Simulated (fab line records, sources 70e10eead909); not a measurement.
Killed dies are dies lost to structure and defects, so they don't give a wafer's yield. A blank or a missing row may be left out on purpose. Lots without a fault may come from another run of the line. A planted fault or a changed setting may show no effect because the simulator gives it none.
fab line records | flow nand_harc
record lots=12 wafers=36 last_day=31
route steps=1302 shown A_CHANNEL_HOLE_D1@451
lots that met no fault: from a run of the same line without faults
start_h: hours from the record's first day to the start of the lot's first wafer shown | wait_h: hours since the lot's step before | " the same as in the row above | L1.1+2: a row that stands for several wafers | - no value, or no start given | * or withheld: withheld | < > ~ a bound
route shown NAME@n: a module of which the file shows steps, and the number in the route of the first | usual: mean/standard deviation of fault-free wafers | same: alike in all rows | chamber/n: place in a boat | sites: the reading at each site | _std_site: their standard deviation | _edge_site: outer sites' mean less inner sites' | radius_mm: how far each site lies from the wafer's centre | mask NAME#n: copy n | behind: the tool/chamber that last shaped the wafer | hold: why the lot was held/for how many hours/how that ended | device: the transistor (n, p or np) that didn't switch | end of line: the same wafers' tests at the end of the route | a step without rows: its recipe alone | killed: dies lost to structure and defects at the first sort, not the wafer's yield | map: a wafer's dies, x killed, . not, _ none there
set.NAME: the setting as run; set.NAME@STEP: as run at that earlier step | model.NAME: the simulator's own value behind a step, which no gauge read
steps of the route over a sample of lots; a table a step, a row a wafer
services: from which hour (start_h, from the record's first day; less than 0 if before it) a tool's chamber was out of use, for how many hours, and why
## steps
# step NHARC_A_CHANNEL_HOLE_D1_DEP_01
# recipe target_thk_a=1400 target_thk_nm=140 temp_c=400 pressure_torr=3.5 flow_sccm=200 rf_w=350 material=SiON
# usual heater_power_w=738/66 susceptor_temp_C=399.99/0.23
# columns lot.wafer tool chamber start_h wait_h heater_power_w susceptor_temp_C
L521.2 pecvd-04 2 185.44 1.4 661 400.41
L521.6 " 2 " " 683 400.27
L521.4 " 1 " " 767 399.84
L523.3 pecvd-02 1 193.08 1.0 853 399.77
L523.2 " 2 " " 764 400.18
L523.1 " 0 " " 665 399.78
L525.1 pecvd-02 1 224.38 1.6 745 399.99
L525.2 " 2 " " 761 400.17
L525.6 " 1 " " 746 400.00
L526.1 pecvd-03 0 239.55 1.6 608 400.18
L526.2 " 2 " " 842 399.40
L526.6 " 2 " " 868 399.64
L528.1 pecvd-04 1 240.01 1.7 760 399.95
L528.6 " 0 " " 893 399.98
L528.5 " 1 " " 788 400.27
L529.1 pecvd-02 0 261.24 1.6 605 399.88
L529.5 " 1 " " 686 400.06
L529.4 " 2 " " 805 399.94
L530.2 pecvd-03 0 271.68 1.3 730 400.08
L530.3 " 1 " " 687 400.45
L530.4 " 2 " " 749 400.03
L531.1 pecvd-02 0 271.77 1.6 719 400.45
L531.2 " 2 " " 775 399.91
L531.6 " 2 " " 771 399.97
L532.1 pecvd-03 1 284.80 1.6 729 400.03
L532.6 " 0 " " 680 399.77
L532.4 " 1 " " 695 399.96
L533.2 pecvd-02 0 294.14 1.3 620 400.08
L533.6 " 1 " " 644 399.84
L533.4 " 2 " " 760 400.06
L537.2 pecvd-03 2 344.81 1.4 781 400.23
L537.3 " 0 " " 625 400.21
L537.6 " 1 " " 648 399.79
L539.2 pecvd-02 2 350.73 1.3 808 399.97
L539.3 " 1 " " 797 400.21
L539.4 " 1 " " 804 400.19
# step NHARC_A_CHANNEL_HOLE_D1_SOFTBAKE_05
# recipe temp_c=105 time_s=55
# usual heater_power_total_W=188.47/0.14
# columns lot.wafer tool chamber start_h wait_h heater_power_total_W
L521.2 litho_track-01 0 185 - 188.44
L521.4 " 0 " " 188.35
L521.6 " 0 " " 188.33
L523.1 litho_track-06 0 193 - 188.44
L523.2 " 0 " " 188.41
L523.3 " 0 " " 188.41
L525.1 litho_track-06 0 224 - 188.33
L525.2 " 0 " " 188.43
L525.6 " 0 " " 188.27
L526.1 litho_track-06 0 239 - 188.63
L526.2 " 0 " " 188.68
L526.6 " 0 " " 188.32
L528.1 litho_track-06 0 240 - 188.73
L528.5 " 0 " " 188.49
L528.6 " 0 " " 188.49
L529.1 litho_track-04 0 261 - 188.33
L529.4 " 0 " " 188.45
L529.5 " 0 " " 188.32
L530.2 litho_track-01 0 271 - 188.42
L530.3 " 0 " " 188.70
L530.4 " 0 " " 188.36
L531.1 litho_track-04 0 272 - 188.30
L531.2 " 0 " " 188.47
L531.6 " 0 " " 188.33
L532.1 litho_track-06 0 285 - 188.46
L532.4 " 0 " " 188.68
L532.6 " 0 " " 188.65
L533.2 litho_track-01 0 294 - 188.31
L533.4 " 0 " " 188.68
L533.6 " 0 " " 188.32
L537.2 litho_track-01 0 345 - 191.87
L537.3 " 0 " " 192.27
L537.6 " 0 " " 192.17
L539.2 litho_track-01 0 351 - 191.93
L539.3 " 0 " " 191.82
L539.4 " 0 " " 191.89
# step NHARC_A_CHANNEL_HOLE_D1_DESCUM_15
# recipe time_s=3 o2_flow_sccm=200 ar_flow_sccm=0 bias_power_w=0 chemistry=O2
# usual drypump_motor_current_A=5.8/0.64 oes_product_au=1.003/0.0069 rf_vpp_V=57.6/0.87 showerhead_plenum_p_Torr=1.86/0.092 throttle_valve_pct=11.311/0.0093
# columns lot.wafer tool chamber start_h wait_h drypump_motor_current_A oes_product_au rf_hours_counter_h rf_vpp_V showerhead_plenum_p_Torr throttle_valve_pct
L521.2 rie_diel-06 2 186.23 0.1 6.3 1.016 16 58.1 1.99 11.335
L521.4 " 3 " " 6.7 1.007 15 57.7 1.88 11.331
L521.6 " 2 " " 6.3 1.005 - 59.8 1.99 11.304
L523.1 rie_diel-06 1 193.86 0.1 5.9 1.004 18 57.0 1.78 11.331
L523.2 " 2 " " 6.3 1.003 18 59.6 1.99 11.303
L523.3 " 0 " " 4.8 0.985 16 58.3 1.83 11.312
L525.2 rie_diel-06 2 225.30 0.1 6.3 0.999 27 56.6 1.99 11.301
L525.1 " 0 " " 4.8 1.006 31 57.0 1.83 11.307
L525.6 " 2 " " 6.3 1.000 - 59.0 1.99 11.302
L526.1 rie_diel-06 1 240.47 0.1 5.9 0.998 33 57.8 1.77 11.301
L526.2 " 3 " " 6.7 1.012 32 57.9 1.88 11.314
L526.6 " 1 " " 5.9 1.010 - 57.0 1.77 11.306
L528.1 rie_diel-07 2 240.91 0.1 6.3 0.997 44 56.8 1.79 11.324
L528.6 " 0 " " 6.5 0.996 - 58.6 1.80 11.319
L528.5 " 1 " " 5.4 1.005 - 59.1 1.99 11.305
L529.1 rie_diel-06 0 262.19 0.3 4.8 1.009 41 58.2 1.83 11.313
L529.4 " 1 " " 5.9 1.007 39 58.5 1.77 11.313
L529.5 " 3 " " 6.7 1.002 - 58.0 1.88 11.325
L530.2 rie_diel-06 0 272.43 0.1 4.8 1.005 44 56.2 1.83 11.302
L530.3 " 1 " " 5.9 0.998 42 55.9 1.77 11.322
L530.4 " 2 " " 6.3 1.004 40 57.3 1.98 11.316
L531.2 rie_diel-11 1 272.69 0.1 5.6 0.992 0 58.0 1.79 11.313
L531.1 " 2 " " 6.6 1.001 0 58.1 2.03 11.295
L531.6 " 0 " " 4.9 1.003 - 55.9 1.86 11.311
L532.4 rie_diel-11 3 285.67 0.1 5.4 1.004 2 56.6 1.79 11.319
L532.1 " 1 " " 5.6 0.992 1 56.8 1.79 11.305
L532.6 " 0 " " 4.9 1.012 - 58.0 1.86 11.314
L533.4 rie_diel-11 2 295.05 0.1 6.6 1.004 2 58.9 2.02 11.304
L533.2 " 1 " " 5.6 0.994 2 57.0 1.79 11.307
L533.6 " 2 " " 6.6 1.010 - 59.4 2.02 11.312
L537.2 rie_diel-11 0 345.69 0.1 4.9 1.017 6 57.6 1.85 11.320
L537.3 " 3 " " 5.3 1.004 6 56.9 1.79 11.319
L537.6 " 0 " " 4.9 1.019 - 56.5 1.85 11.309
L539.3 rie_diel-06 0 351.76 0.1 4.8 1.004 12 56.9 1.82 11.310
L539.4 " 2 " " 6.3 1.005 8 58.6 1.97 11.296
L539.2 " 3 " " 6.7 1.013 12 57.4 1.87 11.306
# step NHARC_A_CHANNEL_HOLE_D1_ETCH_39
# recipe target_depth_a=2600 over_etch_frac=0.3 time_s=325 ion_energy_ev=200 n2_flow_sccm=150 h2_flow_sccm=150 ar_flow_sccm=0 rf_w=400 bias_w=150 chemistry=N2/H2
# usual drypump_motor_current_A=5.8/0.65 h2_flow_sccm=150.0/0.41 oes_product_au=1.002/0.0076 rf_vpp_V=429.0/2.9 showerhead_plenum_p_Torr=1.99/0.097 throttle_valve_pct=14.173/0.0094
# columns lot.wafer tool chamber start_h wait_h drypump_motor_current_A h2_flow_sccm oes_product_au rf_hours_counter_h rf_vpp_V showerhead_plenum_p_Torr throttle_valve_pct
L521.2 rie_diel-06 1 - - 5.9 149.1 1.007 17 425.8 1.89 14.165
L521.4 " 2 " " 6.3 150.0 1.007 17 432.9 2.12 14.170
L521.6 " 1 " " 5.9 150.1 1.012 - 425.8 1.89 14.165
L523.1 rie_diel-06 2 - - 6.3 149.9 1.003 18 433.0 2.12 14.177
L523.3 " 3 " " 6.7 149.7 1.002 17 430.5 2.01 14.179
L523.2 " 0 " " 4.8 150.6 0.990 16 428.2 1.95 14.161
L525.2 rie_diel-06 0 - - 4.8 149.9 0.998 31 426.9 1.95 14.165
L525.1 " 1 " " 5.9 150.3 0.993 30 426.7 1.89 14.151
L525.6 " 3 " " 6.7 150.5 1.007 - 429.1 2.00 14.180
L526.2 rie_diel-06 3 - - 6.7 149.9 1.015 33 427.4 2.00 14.174
L526.1 " 0 " " 4.8 149.7 0.999 33 427.5 1.95 14.180
L526.6 " 3 " " 6.7 149.7 1.008 - 428.9 2.00 14.168
L528.1 rie_diel-07 2 - - 6.2 149.9 1.007 44 426.5 1.91 14.169
L528.5 " 3 " " 5.9 150.3 0.997 - 427.3 1.96 14.167
L528.6 " 0 " " 6.4 149.6 0.995 - 427.8 1.91 14.165
L529.4 rie_diel-06 2 - - 6.3 149.5 1.002 36 431.6 2.12 14.150
L529.1 " 3 " " 6.7 149.4 1.002 40 430.1 2.00 14.171
L529.5 " 2 " " 6.3 150.5 1.005 - 433.1 2.11 14.178
L530.2 rie_diel-06 1 - - 6.0 149.5 1.007 42 426.7 1.88 14.172
L530.3 " 3 " " 6.7 149.9 1.001 43 429.1 2.00 14.165
L530.4 " 0 " " 4.8 150.8 0.998 44 428.9 1.94 14.183
L531.2 rie_diel-11 3 - - 5.3 149.8 0.992 0 426.6 1.90 14.178
L531.1 " 1 " " 5.6 150.4 0.986 0 427.1 1.90 14.181
L531.6 " 0 " " 4.9 149.7 1.007 - 427.4 1.98 14.192
L532.4 rie_diel-11 0 - - 4.9 149.6 1.003 2 429.9 1.98 14.181
L532.1 " 2 " " 6.6 150.1 1.006 1 434.4 2.16 14.173
L532.6 " 3 " " 5.4 149.7 1.000 - 425.9 1.90 14.185
L533.4 rie_diel-11 1 - - 5.6 150.3 0.990 2 425.9 1.90 14.165
L533.2 " 3 " " 5.4 149.8 1.002 2 427.8 1.90 14.180
L533.6 " 2 " " 6.6 150.3 0.998 - 433.3 2.16 14.173
L537.2 rie_diel-11 2 - - 6.6 149.9 0.988 6 433.8 2.16 14.186
L537.3 " 3 " " 5.3 149.8 1.002 7 425.7 1.90 14.177
L537.6 " 0 " " 4.9 149.9 0.985 - 430.3 1.98 14.157
L539.4 rie_diel-06 2 - - 6.3 150.3 0.998 8 432.9 2.11 14.157
L539.2 " 0 " " 4.8 149.9 1.000 12 428.8 1.94 14.172
L539.3 " 1 " " 5.9 149.9 1.017 9 436.1 2.22 14.166
## services
# columns tool chamber start_h hours kind
rie_diel-06 0 164.13 - clean
rie_diel-06 1 164.13 - clean
rie_diel-06 2 164.13 - clean
pecvd-04 2 173.13 5.0 repair
litho_track-06 - 179.00 7.0 pm
pecvd-03 - 185.24 13.0 pm
litho_track-04 - 203.00 7.0 pm
pecvd-02 - 206.69 0.9 repair
pecvd-04 - 207.83 0.7 repair
pecvd-03 - 216.61 0.9 repair
rie_diel-06 0 226.57 5.1 repair
pecvd-02 - 227.10 13.0 pm
pecvd-02 2 246.04 5.0 repair
rie_diel-11 - 256.11 9.0 pm
rie_diel-06 1 257.40 3.1 repair
pecvd-04 - 269.00 13.0 pm
rie_diel-07 0 284.37 12.2 repair
rie_diel-07 - 294.23 9.0 pm
pecvd-02 2 294.41 2.9 repair
pecvd-04 0 305.44 6.8 repair
rie_diel-06 - 307.21 9.0 pm
litho_track-01 - 330.00 7.0 pm
rie_diel-07 0 330.99 8.6 repair
rie_diel-06 - 342.90 1.0 repair
## key
first_sign step=NHARC_A_CHANNEL_HOLE_D1_SOFTBAKE_05 reading=heater_power_total_W direction=up sigmas=25 usual=* struck=*
effect none on later readings
met_at NHARC_A_CHANNEL_HOLE_D1_SOFTBAKE_05
struck_lots L537,L539
tester_left_out L537,L539
not_acting_at NHARC_A_CHANNEL_HOLE_D1_DEP_01,NHARC_A_CHANNEL_HOLE_D1_DESCUM_15,NHARC_A_CHANNEL_HOLE_D1_ETCH_39
onset_between 294 345
fault kind=process_parameter_drift tool=litho_track-01 chamber=- onset_h=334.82 steps=NHARC_A_CHANNEL_HOLE_D1_SOFTBAKE_05 channel=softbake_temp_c offset=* shape=step end_h=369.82 acts_in=* stated=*
# tester_left_out: of these lots the tester's yield and bins aren't shown, on N5 and GAA mostly nor the transistor test; their killed dies are dies lost to structure and defects alone, not to doping, threshold or leakage, so they don't give the yield
